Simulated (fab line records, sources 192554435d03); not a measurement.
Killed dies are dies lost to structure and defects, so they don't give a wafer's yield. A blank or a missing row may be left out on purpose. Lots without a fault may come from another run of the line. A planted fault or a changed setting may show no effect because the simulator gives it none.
Problem report in the 8D (eight disciplines) form, filled by code | flow n5_finfet | the parts of the form that need people (team, actions taken, sign-off) are left out

1. THE PROBLEM
cd_nm at N5_WELL_APT_CD_MEAS_08 reads a mean of 182.2 nm on 6 wafers of 2 lots; wafers without a fault read 199.0 nm with a standard deviation of 2.4. That is -7.0 standard deviations from the usual mean.
The step: target cd 200 nm.
First seen on wafer L539.3, day 6 01:34, on cd_sem-02. The record holds 27 wafers of 9 lots with a number at this step. Rule for "out", or "out of limits": more than 4 standard deviations from the usual mean. The other wafers with a number count as sound.

2. WHAT IT IS AND WHAT IT IS NOT
question                    | is                     | is not
which readings at this step | cd_nm                  | -
which lots                  | L539, L540             | L521, L527, L528, L530, L531, L532, L544
which wafers of those lots  | all that have a number | -
read on which gauges        | cd_sem-01, cd_sem-02   | cd_sem-03
when                        | from day 6 01:34       | up to then (18 sound wafers); but 3 sound wafers of L544 came after

3. SUSPECTS, AND WHAT RULES EACH OUT
Counting: a tool at a process step up to the reading stays a suspect if it ran every lot that is out and no sound lot after the first of them.
- the gauge at N5_WELL_APT_CD_MEAS_08: ruled out. The wafers that are out were read on 2 gauges (cd_sem-01, cd_sem-02).
- litho_track-01 at N5_WELL_APT_PEB_06 (peb time 90 s): kept. It ran every lot that is out, first L539 (day 6 01:26), and no sound lot after that; its last sound lot up to then is L531 (day 4 01:34). Its own readings are out on those wafers: heater_power_total_W, plate_temp_C.
Left after counting: litho_track-01 at N5_WELL_APT_PEB_06.

4. THE CAUSE (what the simulator had put in)
Process parameter drift: litho_track-01, from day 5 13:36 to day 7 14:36, at N5_WELL_APT_PEB_06. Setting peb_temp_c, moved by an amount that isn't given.
Counting left only this tool.

5. THE CHAIN OF EFFECTS, in route order
Each row: a reading whose mean over the struck wafers that have a number lies more than 3 standard deviations from the usual. Only readings for which the record gives a usual standard deviation are gone through. hours: the time from each lot's start at the first step in this table that gives one to its start at this step, as a median over the lots. sigmas: the change in usual standard deviations.
hours | step                   | reading              | usual    | on struck wafers | change | sigmas
0     | N5_WELL_APT_PEB_06     | heater_power_total_W | 172.4 W  | 167.9            | -4.5   | -5.4
0     | N5_WELL_APT_PEB_06     | plate_temp_C         | 129.99 C | 127.27           | -2.72  | -17
0     | N5_WELL_APT_CD_MEAS_08 | cd_nm                | 199.0 nm | 182.2            | -16.8  | -7.0
The process steps in it:
- N5_WELL_APT_PEB_06: peb time 90 s.
Later measuring or inspecting steps at which every struck wafer that the step has a row for has a number for every such reading, and none has moved that far: N5_WELL_APT_OVL_MEAS_26, N5_PMOS_HMC_CHANNEL_EPI_OVL_MEAS_10, N5_BEOL_M4_RC_MEAS_101.

6. WHAT WOULD HAVE CAUGHT IT SOONER
In this record the first reading out of limits at a measuring or inspecting step was taken at day 6 01:34, 12 hours after the fault began at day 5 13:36.
The tool's own readings at N5_WELL_APT_PEB_06 were out on every struck wafer that the step has a row for (heater_power_total_W, plate_temp_C): an alarm limit on them would have fired on the first of those.
Of the lots that are out (2), L540 began N5_WELL_APT_PEB_06 on litho_track-01 after day 6 01:34. A hold on the tool at that time would have spared it.
